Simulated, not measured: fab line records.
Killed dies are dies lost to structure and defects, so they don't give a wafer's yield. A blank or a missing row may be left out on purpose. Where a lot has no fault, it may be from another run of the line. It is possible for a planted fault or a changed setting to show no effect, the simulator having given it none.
Struck lot and sound lot, side by side / flow n5Finfet / 22 out of 1938 route steps
Sound: wafers L169.2, L169.3, L169.5. Struck: wafer L175.3. (L175.2 of the same lot was not struck and is left out.) The cause comes at the end.
For every step that has rows: the tool of each side, followed by ch and its chambers, followed by its first start. Under that, the readings that differ: sound wafers / struck wafers / difference of the means / sigmas: that difference in standard deviations of wafers without a fault.
alike: readings with means less than 2 such deviations apart, plus words and numbers identical on both sides. not compared: withheld readings, readings lacking a value on some wafer, bounds such as >300 that could conceal the same value, and numbers that have no deviation in the record and whose values overlap.
Wherever a step has rows on one side only, a row that says differs or no value, or a row with sigmas, the two part there. Numbers that have no deviation but don't overlap get no sigmas and don't part them. Lack of a reading on every wafer of one side parts them only where that side has two or more wafers.

first, 4 steps without rows for these wafers: N5_DUMMY_REMOVAL_PRECLEAN_04 (cleans in DHF, time 37 s); N5_DUMMY_REMOVAL_SRD_05 (time 30 s); N5_HKMG_FIN_IL_REGROW_00 (material SiO2, chemistry O3, target thk 0.75 nm, time 30 s); N5_HKMG_FIN_HK_ALD_01 (deposits HfO2, target thk 1.6 nm, pulse time 3 s, purge time 3 s).
N5_HKMG_FIN_HK_ANNEAL_02: time 30 s.
  sound on rtpAnneal-02 ch 0, day 4 10:45; struck on rtpAnneal-02 ch 0, day 5 22:37
  alike: lampPowerPct, lamp_zone_2_pct, lamp_zone_4_pct, lamp_zone_5_pct, wafer_temp_C_max
N5_HKMG_FIN_ALD_74: deposits La2O3, target thk 0.5 nm, pulse time 6 s, co reactant pulse time 1 s.
  sound on aldHk-02 ch 2,3, day 4 10:57; struck on aldHk-01 ch 3, day 5 22:48
reading=precursorPulseHeightRel; sound=0.989 0.945 1.007; struck=1.022; difference=+0.042; sigmas=+2
  alike: heaterPowerW
  not compared: sinceWetCleanH
N5_HKMG_FIN_ALD_75: deposits Al2O3, target thk 1 nm, co reactant pulse time 1 s.
  sound on aldHk-02 ch 2,3, day 4 11:01; struck on aldHk-01 ch 3, day 5 22:53
  alike: heaterPowerW, precursorPulseHeightRel
then, 5 steps without rows for these wafers: N5_HKMG_FIN_COAT_41 (time 60 s, resist thk 300 nm); N5_HKMG_FIN_COAT_42 (time 60 s, resist thk 35 nm); N5_HKMG_FIN_COAT_43 (resist thk 90 nm); N5_HKMG_FIN_EBR_45; N5_HKMG_FIN_SOFTBAKE_44 (time 60 s).
N5_HKMG_FIN_EXPOSE_46: exposes mask NDIPOLE.
  sound on arfiScanner-01 ch 0, day 4 11:14; struck on arfiScanner-01 ch 0, day 5 23:13
  alike: mask, reticleTempC, stageVelMmS
then, 2 steps without rows for these wafers: N5_HKMG_FIN_PEB_47 (peb time 60 s); N5_HKMG_FIN_DEVELOP_48 (develop time 30 s).
N5_HKMG_FIN_CD_MEAS_49: target cd 202 nm.
  sound on cdSem-03 ch 0, day 4 11:22; struck on cdSem-03 ch 0, day 5 23:20
reading=cdNm (nm); sound=202.1 203.2 203.0; struck=213.4; difference=+10.6; sigmas=+16
N5_HKMG_FIN_OVL_MEAS_50:
  sound on overlay-02 ch 0, day 4 11:24; struck on overlay-01 ch 0, day 5 23:22
  alike: NDIPOLE_OVL
N5_HKMG_FIN_INSPECT_61: inspects for defects (macro).
  sound on defectInspect-02 at day 4 11:25; struck on defectInspect-02 at day 5 23:24
  alike: rawDefectCount
N5_HKMG_FIN_DESCUM_53: chemistry O2, time 7.9 s.
  sound on rieDiel-06 ch 1,2,3, day 4 11:35; struck on rieDiel-02 ch 0, day 5 23:26
reading=drypumpMotorCurrentA (A); sound=5.2 5.9 5.1; struck=6.2; difference=+0.8; sigmas=+2
  alike: biasPowerW, oesProductAu, rfVppV, showerheadPlenumPTorr, throttleValvePct
  not compared: rfHoursCounterH
N5_HKMG_FIN_ETCH_54: etches SiARC in CF4, target depth 45.5 nm, time 75.8 s.
  sound on rieDiel-06 ch 1,2,3, day 4 11:37; struck on rieDiel-02 ch 0, day 5 23:28
reading=model.HKMG_FIN.cdOffsetNm (nm); sound=0.6 1.4 1; struck=11.6; difference=+10.6; sigmas=
  alike: drypumpMotorCurrentA, etchRfOnTimeS, oesProductAu, rfVppV, showerheadPlenumPTorr, throttleValvePct
  not compared: rfHoursCounterH
N5_HKMG_FIN_ETCH_55: etches SOC in N2/H2, target depth 240 nm, time 300 s.
  sound on rieDiel-06 ch 1,2,3, day 4 11:41; struck on rieDiel-02 ch 0, day 5 23:31
  alike: drypumpMotorCurrentA, oesProductAu, rfVppV, showerheadPlenumPTorr, throttleValvePct
  not compared: rfHoursCounterH
-- a jump in the record: the struck wafers' starts before and after are 9 days apart (it breaks off in module HKMG_FIN and resumes in module PASSIVATION, where the first step shown is number 1936 of the route) --
N5_PASSIVATION_PROBE_49:
  sound on prober-01 at day 13 02:47; struck on prober-02 at day 14 18:29
  alike: killed_at_M0_to_M3, killed_at_M4_up, killedAtContacts, killedAtFrontEnd, killedAtOther, killedDies, killedOpen, killedShort

WHERE THEY PART
Last at N5_HKMG_FIN_DESCUM_53 as far as this record goes, first at N5_HKMG_FIN_ALD_74. Later steps at which nothing parts them and some readings are alike: N5_HKMG_FIN_ETCH_54, N5_HKMG_FIN_ETCH_55, N5_PASSIVATION_PROBE_49.

WHY: whatever the simulator had introduced
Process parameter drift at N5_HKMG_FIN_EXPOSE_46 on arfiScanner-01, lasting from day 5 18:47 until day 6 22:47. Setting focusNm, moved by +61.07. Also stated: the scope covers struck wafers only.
